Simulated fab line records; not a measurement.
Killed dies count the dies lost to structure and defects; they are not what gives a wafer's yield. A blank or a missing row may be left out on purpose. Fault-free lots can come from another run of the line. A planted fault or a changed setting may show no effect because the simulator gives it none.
Struck lot and sound lot, side by side / flow n5Finfet / 37 out of 1938 route steps
Sound: these wafers, L734.1, L734.4, L734.6. Struck: wafer L744.6. (L744.2, L744.5 of the same lot were not struck and are left out.) The cause comes at the end.
Each step with rows lists, per side, the tool, then ch with its chambers, then its first start. Under that, the readings that differ: sound wafers / struck wafers / difference of the means / sigmas: that difference in standard deviations of wafers without a fault.
alike: words and numbers the same on both sides, and readings whose means are apart by under 2 such deviations; not compared: readings that were withheld, readings missing a value for some wafer, numbers with overlapping values and no deviation given by the record, and bounds like >300 which may hide the same value.
Wherever a step has rows on one side only, a row that says differs or no value, or a row with sigmas, the two part there. When numbers do not overlap yet have no deviation, they are printed without sigmas and do not part them. A reading that every wafer of one side lacks parts them only if that side has two wafers or more.

first, 9 steps without rows for these wafers: N5_BEOL_M4_ANNEAL_95 (time 240 s); N5_BEOL_M4_SPUTTER_96 (material Cu, target thk 4.5 nm, time 8.29 s); N5_BEOL_M4_ECD_50 (material Cu, target thk 300 nm); N5_BEOL_M4_ANNEAL_51 (time 90 s); N5_BEOL_M4_CMP_52 (polishes, stops on SiOC, t overpolish 6.8 s, target thk 40 nm); N5_BEOL_M4_PRE_CLEAN_60 (time 15 s); N5_BEOL_M4_CO_CAP_55 (material Co, precursor CCTBA/H2, target thk 2 nm, time 102.1 s); N5_BEOL_M4_PRE_CLEAN_56 (time 15 s); N5_BEOL_M4_DEP_57 (deposits SiCN from 3MS/NH3, target thk 8 nm, time 14 s).
N5_BEOL_M4_RC_MEAS_101:
  sound on prober-02 ch 0, day 8 16:49; struck on prober-01 ch 0, day 11 13:13
reading=ION_P (uA/um); sound=452 453 437; struck=465; difference=+18; sigmas=+2
reading=VT_P (mV); sound=-256 -257 -261; struck=-246; difference=+12; sigmas=+4
  alike: DIBL_N, DIBL_P, IOFF_N, IOFF_P, ION_N, SS_N, SS_P, VT_N
then, 24 steps without rows for these wafers: N5_BEOL_M5_ILD_DEP_00 (deposits SiCOH lowk from DEMS/porogen, target thk 140.64 nm, time 25.9 s); N5_BEOL_M5_CURE_79 (cures SiCOH lowk, time 240 s); N5_BEOL_M5_PECVD_70 (deposits SiO2 from TEOS/O2, target thk 16 nm, time 18 s); N5_BEOL_M5_HM_DEP_02 (deposits TiN, target thk 20 nm); N5_BEOL_M5_COAT_59 (time 60 s, resist thk 60 nm); N5_BEOL_M5_COAT_60 (time 60 s, resist thk 12 nm); N5_BEOL_M5_COAT_71 (time 60 s, resist thk 5 nm); N5_BEOL_M5_COAT_05 (resist thk 30 nm); N5_BEOL_M5_EBR_07; N5_BEOL_M5_SOFTBAKE_06 (time 60 s); N5_BEOL_M5_EXPOSE_08 (exposes mask M5, target cd 28 nm); N5_BEOL_M5_PEB_09 (peb time 60 s); N5_BEOL_M5_DEVELOP_10 (develop time 30 s); N5_BEOL_M5_DESCUM_16 (chemistry O2, time 7 s); N5_BEOL_M5_ETCH_72 (etches underlayer in N2/H2, target depth 6.5 nm, time 5.2 s); N5_BEOL_M5_ETCH_61 (etches SiARC in CF4, target depth 15.6 nm, time 26 s); N5_BEOL_M5_ETCH_62 (etches SOC in N2/H2, target depth 75 nm, overetch 15 nm, time 112.5 s); N5_BEOL_M5_STRIP_63 (strips in N2/H2); N5_BEOL_M5_STRIP_73 (strips in N2/H2); N5_BEOL_M5_STRIP_64 (strips in CF4); N5_BEOL_M5_HM_OPEN_17 (chemistry Cl2/BCl3, target TiN, target depth 20 nm, overetch 6 nm); N5_BEOL_M5_STRIP_19 (strips in O2); N5_BEOL_M5_COAT_65 (time 60 s, resist thk 60 nm); N5_BEOL_M5_COAT_66 (time 60 s, resist thk 12 nm).
-- a jump in the record: the struck wafers' starts before and after are 2 days apart (it breaks off in module BEOL_M5 and resumes in module BEOL_M10, where the first step shown is number 1470 of the route) --
N5_BEOL_M10_ILD_DEP_00: deposits SiCOH lowk from DEMS/porogen, target thk 308.51 nm, time 58 s.
  sound on pecvd-01 ch 0,1,2, day 10 20:49; struck on pecvd-01 ch 0, day 13 14:31
  alike: heaterPowerW, showerheadPlenumPTorr, throttleValvePct
N5_BEOL_M10_THK_MEAS_01:
  sound on filmMetro-02 at day 10 21:25; struck on filmMetro-02 at day 13 15:06
reading=M10_ILD_THK (nm); sound=259 268 266; struck=203; difference=-61; sigmas=-16
-- here the record skips 3 days between the struck wafers' starts before and after, leaving off in module BEOL_M10 and picking up in module PASSIVATION (first step shown: number 1936 of the route) --
N5_PASSIVATION_PROBE_49:
  the record has rows for the struck wafers here (prober-01, day 16 08:27) and none for the sound ones

== WHERE THEY PART ==
First at N5_BEOL_M4_RC_MEAS_101; last, within this record, at N5_PASSIVATION_PROBE_49.

WHY: what the simulator had put in
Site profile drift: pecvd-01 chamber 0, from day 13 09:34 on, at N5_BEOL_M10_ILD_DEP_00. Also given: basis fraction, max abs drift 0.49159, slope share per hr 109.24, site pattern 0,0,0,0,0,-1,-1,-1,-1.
